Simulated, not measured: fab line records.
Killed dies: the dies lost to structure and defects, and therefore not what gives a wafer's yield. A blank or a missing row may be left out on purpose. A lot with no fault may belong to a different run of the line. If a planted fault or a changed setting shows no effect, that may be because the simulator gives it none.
Chamber matching    flow nand harc    3 sister chambers for NHARC_A_M0_PRE_CLEAN_31 on pecvd-03
The step time 12 s. 14 wafers are shown with their chamber, then 7 later ones without.

WAFERS PAIRED WITH THEIR CHAMBERS
wafer   chamber  heater power w (W)  rf fwd power W (W)
L081.1  2        714                 292.1
L081.3  1        756                 292.2
L081.5  1        759                 292.9
L082.4  1        661                 292.3
L082.5  0        834                 293.3
L082.6  2        721                 291.3
L085.3  0        762                 291.8
L085.4  2        685                 291.8
L085.5  1        773                 292.1
L086.2  1        669                 290.9
L086.5  0        904                 291.7
L086.6  2        721                 291.6
L088.2  2        698                 294.7
L088.4  0        848                 292.7

SIGNATURES (means of the wafers above)
reading         chamber 0  chamber 1  chamber 2  scatter within a chamber
heater power w  837.00     723.60     707.80     45.6
rf fwd power W  292.375    292.080    292.300    1.02
Rule: for a wafer and a chamber, the distance is found by dividing, reading by reading, the gap between the wafer's reading and the chamber's mean by the reading's scatter, squaring, summing and taking the root. If the next closest chamber is less than 2 further off than the closest, the wafer can't be placed; otherwise it belongs to the closest. The scatter: take each reading less its chamber's mean, square it, sum over the shown wafers, divide by the number of wafers less the number of chambers, and take the root.

WAFERS WHOSE CHAMBER IS MISSING
wafer   heater power w (W)  rf fwd power W (W)
L088.5  663                 292.2
L090.1  740                 291.5
L090.2  795                 293.2
L090.3  622                 293.5
L095.1  664                 293.6
L095.2  833                 293.7
L095.4  637                 291.5

CHAMBER TAKEN BY EACH
wafer   from the rows above           in truth
L088.5  can't be placed: 2 or 1       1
L090.1  can't be placed: 1 or 2 or 0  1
L090.2  can't be placed: 0 or 1 or 2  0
L090.3  can't be placed: 2 or 1       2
L095.1  can't be placed: 2 or 1       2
L095.2  can't be placed: 0 or 1 or 2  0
L095.4  can't be placed: 2 or 1       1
Correctly placed: 0 of 7. Cannot be placed on the basis of these rows: 7; the candidates contain the true chamber in 7. Placed wrongly: 0.
